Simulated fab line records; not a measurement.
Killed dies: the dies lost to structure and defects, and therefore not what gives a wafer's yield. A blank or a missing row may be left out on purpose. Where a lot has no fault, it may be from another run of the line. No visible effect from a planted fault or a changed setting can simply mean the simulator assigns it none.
Which tool is to blame? | flow n5_finfet | 27 wafers from 9 lots sampled at 4 of the route's 1938 steps

== WHAT THE GAUGES SHOWED, per wafer ==
N5_BEOL_M4_RC_MEAS_101. Usual: DIBL_N 35.8 mV/V, standard deviation 1.7; DIBL_P 35.3 mV/V, standard deviation 2; IOFF_N 0.150 nA/um, standard deviation 0.026; IOFF_P 0.194 nA/um, standard deviation 0.029; ION_N 667 uA/um, standard deviation 11; ION_P 456 uA/um, standard deviation 7.1; SS_N 71.4 mV/dec, standard deviation 0.65; SS_P 73.1 mV/dec, standard deviation 0.64; VT_N 251 mV, standard deviation 3; VT_P -252 mV, standard deviation 3.2.
lot  | measured     | on        | DIBL_N (mV/V)  | DIBL_P (mV/V)  | IOFF_N (nA/um)    | IOFF_P (nA/um)    | ION_N (uA/um) | ION_P (uA/um) | SS_N (mV/dec)  | SS_P (mV/dec)  | VT_N (mV)   | VT_P (mV)      | flag
L497 | day 10 07:59 | prober-02 | 36.1 36.0 37.7 | 36.4 36.0 37.8 | 0.148 0.150 0.173 | 0.197 0.196 0.228 | 663 671 666   | 452 462 457   | 71.0 71.1 72.4 | 73.3 73.4 74.0 | 252 253 247 | -252 -255 -250 |
L501 | day 11 20:26 | prober-02 | 34.8 35.6 34.6 | 34.4 35.2 33.4 | 0.118 0.126 0.110 | 0.165 0.167 0.152 | 659 649 638   | 450 448 445   | 70.4 71.1 70.9 | 72.9 72.2 72.4 | 254 254 257 | -255 -256 -259 |
L502 | day 12 05:59 | prober-02 | 34.0 32.6 36.1 | 35.8 33.2 38.3 | 0.141 0.123 0.184 | 0.208 0.172 0.250 | 676 667 680   | 468 458 468   | 70.9 70.8 71.3 | 72.7 71.9 73.2 | 250 251 247 | -249 -251 -243 |
L506 | day 12 22:44 | prober-02 | 37.4 32.9 36.3 | 38.0 32.1 35.2 | 0.163 0.104 0.139 | 0.246 0.162 0.201 | 681 668 664   | 466 461 467   | 70.8 70.4 70.6 | 73.6 72.0 72.2 | 250 254 253 | -247 -252 -251 |
L508 | day 12 22:57 | prober-01 | 35.4 36.5 36.5 | 34.1 35.8 34.9 | 0.146 0.153 0.155 | 0.177 0.193 0.184 | 670 656 661   | 454 447 453   | 71.3 72.2 71.7 | 72.7 72.5 73.5 | 251 251 251 | -253 -252 -252 |
L507 | day 13 19:43 | prober-02 | 36.6 35.7 35.0 | 34.3 35.7 32.6 | 0.161 0.151 0.134 | 0.192 0.210 0.162 | 668 677 659   | 456 458 449   | 72.1 72.2 71.6 | 74.2 73.4 72.8 | 251 249 253 | -252 -251 -255 |
L514 | day 14 23:49 | prober-01 | 36.1 38.2 34.3 | 35.1 36.6 31.9 | 0.165 0.209 0.121 | 0.231 0.262 0.186 | 666 691 652   | 467 470 458   | 71.9 71.8 70.9 | 72.7 73.3 72.6 | 245 243 251 | -246 -244 -251 |
L515 | day 15 02:43 | prober-01 | 33.6 33.7 33.3 | 33.6 32.3 32.0 | 0.139 0.123 0.122 | 0.173 0.147 0.149 | 664 652 652   | 454 452 445   | 70.7 70.9 70.9 | 72.6 71.9 72.5 | 250 254 251 | -253 -257 -256 |
L517 | day 15 11:44 | prober-02 | 37.6 36.5 36.8 | 35.2 35.3 36.0 | 0.177 0.159 0.167 | 0.217 0.212 0.225 | 680 669 679   | 463 461 464   | 71.3 70.4 71.2 | 73.9 72.7 73.7 | 248 250 250 | -248 -250 -252 |

N5_BEOL_M10_INSPECT_30: inspects for defects (brightfield). Usual: raw_defect_count 413, standard deviation 84.
lot  | measured     | on                | raw_defect_count | flag
L497 | day 12 11:43 | defect_inspect-01 | 315 329 297      |
L501 | day 14 02:47 | defect_inspect-02 | 541 420 426      |
L502 | day 14 09:11 | defect_inspect-01 | 368 325 477      |
L506 | day 15 01:21 | defect_inspect-01 | 361 297 324      |
L508 | day 15 01:03 | defect_inspect-02 | 212 209 359      |
L507 | day 15 23:52 | defect_inspect-02 | 375 450 391      |
L514 | day 17 12:29 | defect_inspect-01 | 406 319 402      |
L515 | day 17 18:01 | defect_inspect-02 | 454 472 389      |
L517 | day 17 19:40 | defect_inspect-02 | 349 414 378      |

== TOOL THAT RAN EACH LOT (tool first, then ch and the chambers of the sampled wafers, then the start) ==
lot  | N5_BEOL_M10_ILD_DEP_00          | N5_BEOL_M10_STRIP_67
L497 | pecvd-03 ch 0,2, day 12 08:56   | rie_diel-04 ch 0,2,3, day 12 10:26
L501 | pecvd-02 ch 0,2, day 13 21:47   | rie_diel-01 ch 0,3, day 14 00:11
L502 | pecvd-01 ch 1,2, day 14 05:53   | rie_diel-04 ch 0,1,2, day 14 07:57
L506 | pecvd-03 ch 0,1,2, day 14 22:14 | rie_diel-01 ch 1,2,3, day 15 00:31
L508 | pecvd-03 ch 0,2, day 14 21:30   | rie_diel-01 ch 0,2,3, day 14 23:46
L507 | pecvd-03 ch 0,1,2, day 15 17:54 | rie_diel-01 ch 2,3, day 15 21:37
L514 | pecvd-01 ch 0,1, day 17 09:55   | rie_diel-04 ch 1,2,3, day 17 11:45
L515 | pecvd-02 ch 0,2, day 17 14:03   | rie_diel-04 ch 0,1,3, day 17 17:11
L517 | pecvd-03 ch 0, day 17 15:50     | rie_diel-03 ch 0,1,3, day 17 18:08
- N5_BEOL_M10_ILD_DEP_00: deposits SiCOH lowk from DEMS/porogen, target thk 308.51 nm, time 58 s.
- N5_BEOL_M10_STRIP_67: strips in CF4.

== WHAT THE TOOLS THEMSELVES READ (means of the sampled wafers that have a number; where no wafer has one, the mark that the record gives instead) ==
N5_BEOL_M10_ILD_DEP_00. Usual: heater_power_w 303 W, standard deviation 49; showerhead_plenum_p_Torr 5.744 Torr, standard deviation 0.017; showerhead_vpp_V 1350 V, standard deviation 62; throttle_valve_pct 13.9 %, standard deviation 0.82.
lot  | tool     | heater_power_w (W) | showerhead_plenum_p_Torr (Torr) | showerhead_vpp_V (V) | throttle_valve_pct (%) | flag
L497 | pecvd-03 | 326                | 5.739                           | 1295                 | 13.1                   |
L501 | pecvd-02 | 300                | 5.758                           | 1325                 | 14.4                   |
L502 | pecvd-01 | 304                | 5.769                           | 1296                 | 14.5                   |
L506 | pecvd-03 | 301                | 5.729                           | 1374                 | 13.8                   |
L508 | pecvd-03 | 300                | 5.752                           | 1299                 | 13.4                   |
L507 | pecvd-03 | 305                | 5.739                           | 1352                 | 13.7                   |
L514 | pecvd-01 | 298                | 5.767                           | 1316                 | 14.9                   |
L515 | pecvd-02 | 317                | 5.749                           | 1319                 | 14.4                   |
L517 | pecvd-03 | 374                | 5.733                           | 1328                 | 14.4                   |

N5_BEOL_M10_STRIP_67. Usual: drypump_motor_current_A 5.9 A, standard deviation 0.48; oes_product_au 0.81 a.u., standard deviation 0.087; rf_vpp_V 271.4 V, standard deviation 1.7; showerhead_plenum_p_Torr 1.80 Torr, standard deviation 0.068; throttle_valve_pct 13.5 %, standard deviation 0.37.
lot  | tool        | drypump_motor_current_A (A) | oes_product_au (a.u.) | rf_vpp_V (V) | showerhead_plenum_p_Torr (Torr) | throttle_valve_pct (%) | flag
L497 | rie_diel-04 | 5.6                         | 0.79                  | 270.9        | 1.80                            | 13.7                   |
L501 | rie_diel-01 | 6.1                         | 0.79                  | 270.5        | 1.77                            | 13.5                   |
L502 | rie_diel-04 | 6.0                         | 0.75                  | 271.9        | 1.76                            | 13.8                   |
L506 | rie_diel-01 | 6.1                         | 0.79                  | 269.8        | 1.73                            | 13.7                   |
L508 | rie_diel-01 | 6.3                         | 0.75                  | 270.4        | 1.77                            | 13.8                   |
L507 | rie_diel-01 | 6.2                         | 0.78                  | 269.9        | 1.73                            | 13.5                   |
L514 | rie_diel-04 | 5.7                         | 0.85                  | 273.6        | 1.86                            | 13.3                   |
L515 | rie_diel-04 | 5.9                         | 0.78                  | 271.7        | 1.81                            | 13.5                   |
L517 | rie_diel-03 | 5.8                         | 0.87                  | 272.3        | 1.85                            | 13.3                   |

== THE ANSWER, worked out from the rows above alone ==
Rule: lot off if the mean of its wafers having a number is beyond 3 standard deviations from the usual mean. A lot without any number at a reading at which 4 lots or more have one is off too. The other lots that the step has rows for count as sound. First the gauges in route order, then the tools' own readings, where a lot's mean is used as printed above. At the first step where some lot is off, the reading lying furthest off is the one used; lots without a number count as furthest.
No lot is off at any reading shown: from this, nothing can be told.

== WHAT WAS PUT IN BY THE SIMULATOR ==
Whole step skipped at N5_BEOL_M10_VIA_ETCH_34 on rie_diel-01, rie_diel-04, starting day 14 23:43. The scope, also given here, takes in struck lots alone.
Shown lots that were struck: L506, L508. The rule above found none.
